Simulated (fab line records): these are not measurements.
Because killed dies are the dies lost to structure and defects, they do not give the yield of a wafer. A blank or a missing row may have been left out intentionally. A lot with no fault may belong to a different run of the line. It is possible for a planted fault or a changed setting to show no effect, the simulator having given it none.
2 desks looking at one fault | flow n5-finfet | only its own numbers are on each desk; what lay behind them is given at the end

## FROM THE METROLOGY DESK
Lot by lot, what the gauges showed, no matter which tool ran the lot: averages of those sampled wafers that carry a number. Marked OUT: a lot whose mean sits more than 4 standard deviations from the usual mean, which makes it out of limits; the brackets give that distance. 7 of its 10 readings are shown, namely those furthest out on some lot.
Columns: A = DIBL_N at N5_BEOL_M4_RC_MEAS_101, usual 36.3 mV/V; B = DIBL_P at N5_BEOL_M4_RC_MEAS_101, usual 36.3 mV/V; C = IOFF_N at N5_BEOL_M4_RC_MEAS_101, usual 0.16 nA/um; D = IOFF_P at N5_BEOL_M4_RC_MEAS_101, usual 0.21 nA/um; E = SS_N at N5_BEOL_M4_RC_MEAS_101, usual 71.6 mV/dec; F = SS_P at N5_BEOL_M4_RC_MEAS_101, usual 73.3 mV/dec; G = VT_N at N5_BEOL_M4_RC_MEAS_101, usual 250 mV
lot  | first seen here | A    | B    | C    | D    | E    | F    | G
L713 | day 8 03:04     | 35.4 | 35.4 | 0.14 | 0.20 | 71.6 | 72.9 | 252
L714 | day 8 07:41     | 32.4 | 31.6 | 0.10 | 0.15 | 70.0 | 72.0 | 257
L715 | day 8 16:58     | 33.8 | 32.7 | 0.12 | 0.15 | 70.9 | 72.9 | 254
L718 | day 9 08:29     | 35.9 | 36.8 | 0.16 | 0.21 | 71.3 | 73.2 | 249
L721 | day 11 02:29    | 38.7 | 37.9 | 0.19 | 0.21 | 72.6 | 73.4 | 250
L723 | day 11 15:45    | 36.2 | 37.6 | 0.17 | 0.22 | 71.8 | 73.3 | 247
L724 | day 11 20:07    | 38.5 | 37.3 | 0.16 | 0.21 | 72.0 | 73.3 | 250
L725 | day 11 21:34    | 36.9 | 39.0 | 0.19 | 0.24 | 72.3 | 73.9 | 249
L727 | day 12 22:51    | 34.9 | 35.6 | 0.15 | 0.21 | 71.2 | 72.9 | 251
Finding of this desk: none of the 9 lots has anything out of limits.

## FOR THE TOOL OWNER'S DESK: litho-track-05
The tool's own readings at N5_MOL_CONTACT_COAG_COAT_76 (time 60 s, resist thk 10 nm): means of the sampled wafers that have a number, for each lot that ran on this tool. Marked OUT: a lot whose mean sits more than 4 standard deviations from the usual mean, which makes it out of limits; the brackets give that distance.
Columns: A = spin-speed-rpm at N5_MOL_CONTACT_COAG_COAT_76, usual 1500.2 rpm
lot  | first seen here | A
L715 | day 5 21:07     | 1499.6
L718 | day 6 12:17     | 1500.4
L723 | day 7 18:38     | 1501.0
L725 | day 8 10:49     | 1455.3 (-51) OUT
L727 | day 8 22:11     | 1454.7 (-52) OUT
This desk finds L725, L727 out of limits, L725 being first, at day 8 10:49 (spin-speed-rpm at N5_MOL_CONTACT_COAG_COAT_76). L715, L718, L723 stayed within limits.

## TAKEN TOGETHER
At day 8 10:49, on L725, L727, the tool owner's desk was in a position to raise an alarm.
The metrology desk saw nothing out of limits.
The metrology desk holds a record of L725, L727, inside its limits.
On litho-track-05, each named lot ran N5_MOL_CONTACT_COAG_COAT_76.

## WHAT THE SIMULATOR PUT IN
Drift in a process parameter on litho-track-05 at N5_MOL_CONTACT_COAG_COAT_76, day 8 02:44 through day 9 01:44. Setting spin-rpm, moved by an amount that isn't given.
Struck lots among those shown: L725, L727.
Each desk's first reading out of limits, in hours after the fault started: the tool owner's desk, 8.
